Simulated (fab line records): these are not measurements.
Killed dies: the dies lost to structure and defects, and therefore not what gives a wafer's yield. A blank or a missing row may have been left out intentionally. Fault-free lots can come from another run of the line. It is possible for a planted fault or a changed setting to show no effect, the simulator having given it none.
fab line records / flow n5_finfet / part 2 of 2: steps 20 to 29 of 29
record: lots: 5 wafers: 15 last_day: 18
route steps=1938 shown BEOL_M3@972
lots that met no fault: taken from a fault-free run of the same line
start_h: start of the lot's first displayed wafer, in hours after the record's first day / wait_h: time in hours since the lot's previous step / " the same as in the row above / L1.1+2: a single row standing in for several wafers / - no value present, or no start provided / * or withheld: withheld / < > ~ a bound
route shown NAME@n: a module of which the file shows steps, and the number in the route of the first / usual: mean and standard deviation over wafers with no fault / same: alike in all rows / chamber/n: place in a boat / sites: readings site by site / _std_site: standard deviation across them / _edge_site: mean of outer sites minus mean of inner sites / radius_mm: for every site, how far away it sits from the centre of the wafer / mask NAME#n: copy n / behind: the last tool/chamber to shape the wafer / hold: reason for holding the lot/hours on hold/outcome of the hold / device: which transistor (n, p or np) failed to switch / end of line: the same wafers' tests at the end of the route / step lacking rows: just its recipe / killed: dies that structure and defects cost at the first sort, which is not the same as the wafer's yield / map: dies across one wafer; x = killed, . = not, _ = none there
set.NAME: setting as actually run; set.NAME@STEP: the setting as run at that earlier step / model.NAME: the simulator's own value behind a step, which no gauge read
a table for each step, a row for each wafer; lots at some steps of the route
services: the hour from which a tool's chamber was out of use, counted from the record's first day as start_h (under 0 if before that day), plus the number of hours and why
== steps ==
step: N5_BEOL_M3_ALD_84
recipe: material: TaN target_thk_a: * temp_c: 275 ald_precursor_family: PDMAT ald_co_reactant: NH3 pressure_torr: 3 carrier_flow_sccm: 1500 pulse_time_s: 2 purge_time_s: 3 co_reactant_purge_time_s: 2 co_reactant_pulse_time_s: 3 ald_cycles: 30 precursor_vessel_temp_c: 75 precursor_vessel_pressure_torr: 26.25 precursor_vessel_carrier_sccm: 1000
usual: heater_power_w: 395/39 precursor_vessel_pressure_torr: 26.25/0.047
lot.wafer=L078.1 tool=ald_metal-02 chamber=1 start_h=176.42 wait_h=0.0 heater_power_w=445 precursor_vessel_pressure_torr=26.28
lot.wafer=L078.3 tool=ald_metal-02 chamber=0 start_h=176.42 wait_h=0.0 heater_power_w=354 precursor_vessel_pressure_torr=26.30
lot.wafer=L078.5 tool=ald_metal-02 chamber=0 start_h=176.42 wait_h=0.0 heater_power_w=354 precursor_vessel_pressure_torr=26.30
lot.wafer=L087.2 tool=ald_metal-01 chamber=2 start_h=227.73 wait_h=0.0 heater_power_w=323 precursor_vessel_pressure_torr=26.23
lot.wafer=L087.4 tool=ald_metal-01 chamber=3 start_h=227.73 wait_h=0.0 heater_power_w=442 precursor_vessel_pressure_torr=26.21
lot.wafer=L087.5 tool=ald_metal-01 chamber=0 start_h=227.73 wait_h=0.0 heater_power_w=411 precursor_vessel_pressure_torr=26.28
lot.wafer=L089.2 tool=ald_metal-02 chamber=1 start_h=236.79 wait_h=0.1 heater_power_w=442 precursor_vessel_pressure_torr=26.29
lot.wafer=L089.3 tool=ald_metal-02 chamber=3 start_h=236.79 wait_h=0.1 heater_power_w=360 precursor_vessel_pressure_torr=26.25
lot.wafer=L089.4 tool=ald_metal-02 chamber=2 start_h=236.79 wait_h=0.1 heater_power_w=431 precursor_vessel_pressure_torr=26.17
lot.wafer=L090.2 tool=ald_metal-02 chamber=2 start_h=243.60 wait_h=0.2 heater_power_w=432 precursor_vessel_pressure_torr=26.22
lot.wafer=L090.5 tool=ald_metal-02 chamber=2 start_h=243.60 wait_h=0.2 heater_power_w=421 precursor_vessel_pressure_torr=26.21
lot.wafer=L090.6 tool=ald_metal-02 chamber=1 start_h=243.60 wait_h=0.2 heater_power_w=430 precursor_vessel_pressure_torr=26.24
lot.wafer=L097.2 tool=ald_metal-01 chamber=1 start_h=306.44 wait_h=0.0 heater_power_w=382 precursor_vessel_pressure_torr=26.25
lot.wafer=L097.4 tool=ald_metal-01 chamber=2 start_h=306.44 wait_h=0.0 heater_power_w=331 precursor_vessel_pressure_torr=26.23
lot.wafer=L097.6 tool=ald_metal-01 chamber=1 start_h=306.44 wait_h=0.0 heater_power_w=372 precursor_vessel_pressure_torr=26.27
step: N5_BEOL_M3_SURFACE_TREAT_85
recipe: gas: Ar time_s: * ion_energy_ev: * ion_current_ma_cm2: 0.5 pressure_mtorr: * ar_flow_sccm: 30
usual: throttle_valve_pct: *
same: time_s: *
lot.wafer=L078.1 tool=pvd_sputter-01 chamber=- start_h=176.68 wait_h=0.2 throttle_valve_pct=*
lot.wafer=L078.3 tool=pvd_sputter-01 chamber=- start_h=176.68 wait_h=0.2 throttle_valve_pct=*
lot.wafer=L078.5 tool=pvd_sputter-01 chamber=- start_h=176.68 wait_h=0.2 throttle_valve_pct=*
lot.wafer=L087.2 tool=pvd_sputter-02 chamber=- start_h=227.99 wait_h=0.2 throttle_valve_pct=*
lot.wafer=L087.4 tool=pvd_sputter-02 chamber=- start_h=227.99 wait_h=0.2 throttle_valve_pct=*
lot.wafer=L087.5 tool=pvd_sputter-02 chamber=- start_h=227.99 wait_h=0.2 throttle_valve_pct=*
lot.wafer=L089.2 tool=pvd_sputter-02 chamber=- start_h=237.09 wait_h=0.2 throttle_valve_pct=*
lot.wafer=L089.3 tool=pvd_sputter-02 chamber=- start_h=237.09 wait_h=0.2 throttle_valve_pct=*
lot.wafer=L089.4 tool=pvd_sputter-02 chamber=- start_h=237.09 wait_h=0.2 throttle_valve_pct=*
lot.wafer=L090.2 tool=pvd_sputter-02 chamber=- start_h=243.83 wait_h=0.1 throttle_valve_pct=*
lot.wafer=L090.5 tool=pvd_sputter-02 chamber=- start_h=243.83 wait_h=0.1 throttle_valve_pct=*
lot.wafer=L090.6 tool=pvd_sputter-02 chamber=- start_h=243.83 wait_h=0.1 throttle_valve_pct=*
lot.wafer=L097.2 tool=pvd_sputter-01 chamber=- start_h=306.72 wait_h=0.2 throttle_valve_pct=*
lot.wafer=L097.4 tool=pvd_sputter-01 chamber=- start_h=306.72 wait_h=0.2 throttle_valve_pct=*
lot.wafer=L097.6 tool=pvd_sputter-01 chamber=- start_h=306.72 wait_h=0.2 throttle_valve_pct=*
step: N5_BEOL_M3_CVD_47
recipe: material: Co target_thk_a: 30 temp_c: withheld precursor: CCTBA/H2 pressure_torr: 30 time_s: 223.8
same: time_s: 223.8
lot.wafer=L078.1+3+5 tool=cvd_co-02 chamber=1,0,2 start_h=176.74 wait_h=0.0
lot.wafer=L087.2+4+5 tool=cvd_co-01 chamber=0,1,2 start_h=228.06 wait_h=0.1
lot.wafer=L089.2+3+4 tool=cvd_co-01 chamber=1,0,2 start_h=237.38 wait_h=0.3
lot.wafer=L090.2+5+6 tool=cvd_co-01 chamber=2,1,2 start_h=243.93 wait_h=0.1
lot.wafer=L097.2+4+6 tool=cvd_co-02 chamber=1,1,2 start_h=306.98 wait_h=0.2
step: N5_BEOL_M3_SPUTTER_48
recipe: material: Cu target_thk_a: 45 temp_c: -20 chamber_pressure_pa: 0.07 power_w: withheld time_s: 8.29
usual: throttle_valve_pct: 29.8/0.77
same: time_s: 8.29
lot.wafer=L078.1 tool=pvd_sputter-01 chamber=- start_h=176.90 wait_h=0.1 throttle_valve_pct=30.3
lot.wafer=L078.3 tool=pvd_sputter-01 chamber=- start_h=176.90 wait_h=0.1 throttle_valve_pct=29.5
lot.wafer=L078.5 tool=pvd_sputter-01 chamber=- start_h=176.90 wait_h=0.1 throttle_valve_pct=30.3
lot.wafer=L087.2 tool=pvd_sputter-03 chamber=- start_h=228.25 wait_h=0.1 throttle_valve_pct=29.2
lot.wafer=L087.4 tool=pvd_sputter-03 chamber=- start_h=228.25 wait_h=0.1 throttle_valve_pct=29.1
lot.wafer=L087.5 tool=pvd_sputter-03 chamber=- start_h=228.25 wait_h=0.1 throttle_valve_pct=30.6
lot.wafer=L089.2 tool=pvd_sputter-03 chamber=- start_h=237.63 wait_h=0.2 throttle_valve_pct=29.6
lot.wafer=L089.3 tool=pvd_sputter-03 chamber=- start_h=237.63 wait_h=0.2 throttle_valve_pct=30.5
lot.wafer=L089.4 tool=pvd_sputter-03 chamber=- start_h=237.63 wait_h=0.2 throttle_valve_pct=28.7
lot.wafer=L090.2 tool=pvd_sputter-02 chamber=- start_h=244.25 wait_h=0.2 throttle_valve_pct=31.2
lot.wafer=L090.5 tool=pvd_sputter-02 chamber=- start_h=244.25 wait_h=0.2 throttle_valve_pct=30.0
lot.wafer=L090.6 tool=pvd_sputter-02 chamber=- start_h=244.25 wait_h=0.2 throttle_valve_pct=29.2
lot.wafer=L097.2 tool=pvd_sputter-02 chamber=- start_h=307.16 wait_h=0.1 throttle_valve_pct=30.0
lot.wafer=L097.4 tool=pvd_sputter-02 chamber=- start_h=307.16 wait_h=0.1 throttle_valve_pct=31.2
lot.wafer=L097.6 tool=pvd_sputter-02 chamber=- start_h=307.16 wait_h=0.1 throttle_valve_pct=30.1
step: N5_BEOL_M3_ANNEAL_49
recipe: temp_c: 400 time_s: 240 ambient: vacuum
usual: heater_power_w: 855/81
same: time_s: 240
lot.wafer=L078.1 tool=pvd_sputter-01 chamber=- start_h=176.98 wait_h=0.0 heater_power_w=861
lot.wafer=L078.3 tool=pvd_sputter-01 chamber=- start_h=176.98 wait_h=0.0 heater_power_w=908
lot.wafer=L078.5 tool=pvd_sputter-01 chamber=- start_h=176.98 wait_h=0.0 heater_power_w=843
lot.wafer=L087.2 tool=pvd_sputter-03 chamber=- start_h=228.33 wait_h=0.0 heater_power_w=751
lot.wafer=L087.4 tool=pvd_sputter-03 chamber=- start_h=228.33 wait_h=0.0 heater_power_w=855
lot.wafer=L087.5 tool=pvd_sputter-03 chamber=- start_h=228.33 wait_h=0.0 heater_power_w=741
lot.wafer=L089.2 tool=pvd_sputter-03 chamber=- start_h=237.72 wait_h=0.0 heater_power_w=841
lot.wafer=L089.3 tool=pvd_sputter-03 chamber=- start_h=237.72 wait_h=0.0 heater_power_w=777
lot.wafer=L089.4 tool=pvd_sputter-03 chamber=- start_h=237.72 wait_h=0.0 heater_power_w=865
lot.wafer=L090.2 tool=pvd_sputter-02 chamber=- start_h=244.33 wait_h=0.0 heater_power_w=1054
lot.wafer=L090.5 tool=pvd_sputter-02 chamber=- start_h=244.33 wait_h=0.0 heater_power_w=908
lot.wafer=L090.6 tool=pvd_sputter-02 chamber=- start_h=244.33 wait_h=0.0 heater_power_w=802
lot.wafer=L097.2 tool=pvd_sputter-02 chamber=- start_h=307.24 wait_h=0.0 heater_power_w=927
lot.wafer=L097.4 tool=pvd_sputter-02 chamber=- start_h=307.24 wait_h=0.0 heater_power_w=1035
lot.wafer=L097.6 tool=pvd_sputter-02 chamber=- start_h=307.24 wait_h=0.0 heater_power_w=926
step: N5_BEOL_M3_SPUTTER_79
recipe: material: Cu target_thk_a: 45 temp_c: -20 chamber_pressure_pa: 0.07 power_w: withheld time_s: 8.29
usual: throttle_valve_pct: 29.8/0.76
same: time_s: 8.29
lot.wafer=L078.1 tool=pvd_sputter-01 chamber=- start_h=177.12 wait_h=0.1 throttle_valve_pct=30.4
lot.wafer=L078.3 tool=pvd_sputter-01 chamber=- start_h=177.12 wait_h=0.1 throttle_valve_pct=29.7
lot.wafer=L078.5 tool=pvd_sputter-01 chamber=- start_h=177.12 wait_h=0.1 throttle_valve_pct=30.0
lot.wafer=L087.2 tool=pvd_sputter-03 chamber=- start_h=228.47 wait_h=0.1 throttle_valve_pct=29.5
lot.wafer=L087.4 tool=pvd_sputter-03 chamber=- start_h=228.47 wait_h=0.1 throttle_valve_pct=29.2
lot.wafer=L087.5 tool=pvd_sputter-03 chamber=- start_h=228.47 wait_h=0.1 throttle_valve_pct=30.5
lot.wafer=L089.2 tool=pvd_sputter-03 chamber=- start_h=237.87 wait_h=0.1 throttle_valve_pct=29.6
lot.wafer=L089.3 tool=pvd_sputter-03 chamber=- start_h=237.87 wait_h=0.1 throttle_valve_pct=30.7
lot.wafer=L089.4 tool=pvd_sputter-03 chamber=- start_h=237.87 wait_h=0.1 throttle_valve_pct=29.3
lot.wafer=L090.2 tool=pvd_sputter-02 chamber=- start_h=244.47 wait_h=0.1 throttle_valve_pct=31.3
lot.wafer=L090.5 tool=pvd_sputter-02 chamber=- start_h=244.47 wait_h=0.1 throttle_valve_pct=30.3
lot.wafer=L090.6 tool=pvd_sputter-02 chamber=- start_h=244.47 wait_h=0.1 throttle_valve_pct=29.2
lot.wafer=L097.2 tool=pvd_sputter-02 chamber=- start_h=307.38 wait_h=0.1 throttle_valve_pct=30.0
lot.wafer=L097.4 tool=pvd_sputter-02 chamber=- start_h=307.38 wait_h=0.1 throttle_valve_pct=31.0
lot.wafer=L097.6 tool=pvd_sputter-02 chamber=- start_h=307.38 wait_h=0.1 throttle_valve_pct=30.3
step: N5_BEOL_M3_ANNEAL_80
recipe: temp_c: 400 time_s: 240 ambient: vacuum
usual: heater_power_w: 856/81
same: time_s: 240
lot.wafer=L078.1 tool=pvd_sputter-01 chamber=- start_h=177.20 wait_h=0.0 heater_power_w=844
lot.wafer=L078.3 tool=pvd_sputter-01 chamber=- start_h=177.20 wait_h=0.0 heater_power_w=895
lot.wafer=L078.5 tool=pvd_sputter-01 chamber=- start_h=177.20 wait_h=0.0 heater_power_w=859
lot.wafer=L087.2 tool=pvd_sputter-03 chamber=- start_h=228.55 wait_h=0.0 heater_power_w=743
lot.wafer=L087.4 tool=pvd_sputter-03 chamber=- start_h=228.55 wait_h=0.0 heater_power_w=869
lot.wafer=L087.5 tool=pvd_sputter-03 chamber=- start_h=228.55 wait_h=0.0 heater_power_w=756
lot.wafer=L089.2 tool=pvd_sputter-03 chamber=- start_h=237.96 wait_h=0.0 heater_power_w=865
lot.wafer=L089.3 tool=pvd_sputter-03 chamber=- start_h=237.96 wait_h=0.0 heater_power_w=765
lot.wafer=L089.4 tool=pvd_sputter-03 chamber=- start_h=237.96 wait_h=0.0 heater_power_w=863
lot.wafer=L090.2 tool=pvd_sputter-02 chamber=- start_h=244.55 wait_h=0.0 heater_power_w=1057
lot.wafer=L090.5 tool=pvd_sputter-02 chamber=- start_h=244.55 wait_h=0.0 heater_power_w=936
lot.wafer=L090.6 tool=pvd_sputter-02 chamber=- start_h=244.55 wait_h=0.0 heater_power_w=817
lot.wafer=L097.2 tool=pvd_sputter-02 chamber=- start_h=307.46 wait_h=0.0 heater_power_w=906
lot.wafer=L097.4 tool=pvd_sputter-02 chamber=- start_h=307.46 wait_h=0.0 heater_power_w=1042
lot.wafer=L097.6 tool=pvd_sputter-02 chamber=- start_h=307.46 wait_h=0.0 heater_power_w=944
step: N5_BEOL_M3_SPUTTER_81
recipe: material: Cu target_thk_a: 45 temp_c: -20 chamber_pressure_pa: 0.07 power_w: withheld time_s: 8.29
usual: throttle_valve_pct: 29.9/0.79
same: time_s: 8.29
lot.wafer=L078.1 tool=pvd_sputter-01 chamber=- start_h=177.34 wait_h=0.1 throttle_valve_pct=30.3
lot.wafer=L078.3 tool=pvd_sputter-01 chamber=- start_h=177.34 wait_h=0.1 throttle_valve_pct=29.6
lot.wafer=L078.5 tool=pvd_sputter-01 chamber=- start_h=177.34 wait_h=0.1 throttle_valve_pct=30.2
lot.wafer=L087.2 tool=pvd_sputter-03 chamber=- start_h=228.69 wait_h=0.1 throttle_valve_pct=29.1
lot.wafer=L087.4 tool=pvd_sputter-03 chamber=- start_h=228.69 wait_h=0.1 throttle_valve_pct=29.1
lot.wafer=L087.5 tool=pvd_sputter-03 chamber=- start_h=228.69 wait_h=0.1 throttle_valve_pct=30.6
lot.wafer=L089.2 tool=pvd_sputter-03 chamber=- start_h=238.12 wait_h=0.1 throttle_valve_pct=29.5
lot.wafer=L089.3 tool=pvd_sputter-03 chamber=- start_h=238.12 wait_h=0.1 throttle_valve_pct=30.6
lot.wafer=L089.4 tool=pvd_sputter-03 chamber=- start_h=238.12 wait_h=0.1 throttle_valve_pct=29.2
lot.wafer=L090.2 tool=pvd_sputter-02 chamber=- start_h=244.69 wait_h=0.1 throttle_valve_pct=31.2
lot.wafer=L090.5 tool=pvd_sputter-02 chamber=- start_h=244.69 wait_h=0.1 throttle_valve_pct=30.1
lot.wafer=L090.6 tool=pvd_sputter-02 chamber=- start_h=244.69 wait_h=0.1 throttle_valve_pct=29.1
lot.wafer=L097.2 tool=pvd_sputter-02 chamber=- start_h=307.60 wait_h=0.1 throttle_valve_pct=30.0
lot.wafer=L097.4 tool=pvd_sputter-02 chamber=- start_h=307.60 wait_h=0.1 throttle_valve_pct=31.5
lot.wafer=L097.6 tool=pvd_sputter-02 chamber=- start_h=307.60 wait_h=0.1 throttle_valve_pct=30.1
step: N5_BEOL_M3_ANNEAL_82
recipe: temp_c: 400 time_s: 240 ambient: vacuum
usual: heater_power_w: 856/80
same: time_s: 240
lot.wafer=L078.1 tool=pvd_sputter-01 chamber=- start_h=177.42 wait_h=0.0 heater_power_w=840
lot.wafer=L078.3 tool=pvd_sputter-01 chamber=- start_h=177.42 wait_h=0.0 heater_power_w=908
lot.wafer=L078.5 tool=pvd_sputter-01 chamber=- start_h=177.42 wait_h=0.0 heater_power_w=836
lot.wafer=L087.2 tool=pvd_sputter-03 chamber=- start_h=228.77 wait_h=0.0 heater_power_w=752
lot.wafer=L087.4 tool=pvd_sputter-03 chamber=- start_h=228.77 wait_h=0.0 heater_power_w=865
lot.wafer=L087.5 tool=pvd_sputter-03 chamber=- start_h=228.77 wait_h=0.0 heater_power_w=764
lot.wafer=L089.2 tool=pvd_sputter-03 chamber=- start_h=238.21 wait_h=0.0 heater_power_w=860
lot.wafer=L089.3 tool=pvd_sputter-03 chamber=- start_h=238.21 wait_h=0.0 heater_power_w=753
lot.wafer=L089.4 tool=pvd_sputter-03 chamber=- start_h=238.21 wait_h=0.0 heater_power_w=844
lot.wafer=L090.2 tool=pvd_sputter-02 chamber=- start_h=244.77 wait_h=0.0 heater_power_w=1025
lot.wafer=L090.5 tool=pvd_sputter-02 chamber=- start_h=244.77 wait_h=0.0 heater_power_w=918
lot.wafer=L090.6 tool=pvd_sputter-02 chamber=- start_h=244.77 wait_h=0.0 heater_power_w=827
lot.wafer=L097.2 tool=pvd_sputter-02 chamber=- start_h=307.68 wait_h=0.0 heater_power_w=935
lot.wafer=L097.4 tool=pvd_sputter-02 chamber=- start_h=307.68 wait_h=0.0 heater_power_w=1041
lot.wafer=L097.6 tool=pvd_sputter-02 chamber=- start_h=307.68 wait_h=0.0 heater_power_w=928
step: N5_BEOL_M3_SPUTTER_86
recipe: material: Cu target_thk_a: 45 temp_c: -20 chamber_pressure_pa: 0.07 power_w: withheld time_s: 8.29
usual: throttle_valve_pct: 29.8/0.75
same: time_s: 8.29
lot.wafer=L078.1 tool=pvd_sputter-01 chamber=- start_h=177.56 wait_h=0.1 throttle_valve_pct=30.3
lot.wafer=L078.3 tool=pvd_sputter-01 chamber=- start_h=177.56 wait_h=0.1 throttle_valve_pct=29.4
lot.wafer=L078.5 tool=pvd_sputter-01 chamber=- start_h=177.56 wait_h=0.1 throttle_valve_pct=30.3
lot.wafer=L087.2 tool=pvd_sputter-03 chamber=- start_h=228.91 wait_h=0.1 throttle_valve_pct=29.5
lot.wafer=L087.4 tool=pvd_sputter-03 chamber=- start_h=228.91 wait_h=0.1 throttle_valve_pct=29.4
lot.wafer=L087.5 tool=pvd_sputter-03 chamber=- start_h=228.91 wait_h=0.1 throttle_valve_pct=30.7
lot.wafer=L089.2 tool=pvd_sputter-03 chamber=- start_h=238.37 wait_h=0.1 throttle_valve_pct=29.7
lot.wafer=L089.3 tool=pvd_sputter-03 chamber=- start_h=238.37 wait_h=0.1 throttle_valve_pct=30.7
lot.wafer=L089.4 tool=pvd_sputter-03 chamber=- start_h=238.37 wait_h=0.1 throttle_valve_pct=28.8
lot.wafer=L090.2 tool=pvd_sputter-02 chamber=- start_h=244.91 wait_h=0.1 throttle_valve_pct=31.4
lot.wafer=L090.5 tool=pvd_sputter-02 chamber=- start_h=244.91 wait_h=0.1 throttle_valve_pct=30.2
lot.wafer=L090.6 tool=pvd_sputter-02 chamber=- start_h=244.91 wait_h=0.1 throttle_valve_pct=29.5
lot.wafer=L097.2 tool=pvd_sputter-02 chamber=- start_h=307.82 wait_h=0.1 throttle_valve_pct=29.9
lot.wafer=L097.4 tool=pvd_sputter-02 chamber=- start_h=307.82 wait_h=0.1 throttle_valve_pct=31.1
lot.wafer=L097.6 tool=pvd_sputter-02 chamber=- start_h=307.82 wait_h=0.1 throttle_valve_pct=30.0
== services ==
tool=cvd_co-01 chamber=- start_h=153.72 hours=6.9 kind=pm
tool=cvd_co-02 chamber=- start_h=168.66 hours=0.6 kind=repair
tool=ald_sin-04 chamber=- start_h=176.82 hours=14.0 kind=pm
tool=rie_diel-04 chamber=2 start_h=185.70 hours=- kind=clean
tool=rie_diel-04 chamber=2 start_h=185.70 hours=- kind=consumable_replace:focus_ring
tool=ald_sin-03 chamber=- start_h=187.19 hours=2.6 kind=repair
tool=cvd_co-01 chamber=2 start_h=189.17 hours=15.3 kind=repair
tool=ald_sin-03 chamber=0 start_h=199.37 hours=8.0 kind=repair
tool=cvd_co-01 chamber=1 start_h=205.77 hours=4.3 kind=repair
tool=cvd_co-01 chamber=0 start_h=208.60 hours=9.6 kind=repair
tool=ald_metal-02 chamber=- start_h=211.10 hours=0.3 kind=repair
tool=ald_metal-02 chamber=3 start_h=220.56 hours=8.6 kind=repair
tool=cvd_co-02 chamber=- start_h=227.63 hours=6.0 kind=pm
tool=ald_metal-01 chamber=- start_h=230.84 hours=8.7 kind=pm
tool=cvd_co-02 chamber=- start_h=243.17 hours=20.8 kind=repair
tool=ald_sin-03 chamber=1 start_h=244.08 hours=2.7 kind=repair
tool=rie_diel-04 chamber=2 start_h=250.08 hours=2.5 kind=repair
tool=ald_sin-04 chamber=2 start_h=253.48 hours=2.3 kind=repair
tool=rie_diel-04 chamber=3 start_h=257.50 hours=8.1 kind=repair
tool=ald_sin-04 chamber=2 start_h=269.04 hours=14.6 kind=repair
tool=ald_metal-02 chamber=3 start_h=279.23 hours=4.1 kind=repair
tool=pvd_sputter-03 chamber=- start_h=285.89 hours=3.8 kind=repair
tool=ald_metal-02 chamber=1 start_h=295.78 hours=3.4 kind=repair
tool=ald_sin-03 chamber=3 start_h=298.87 hours=6.0 kind=repair
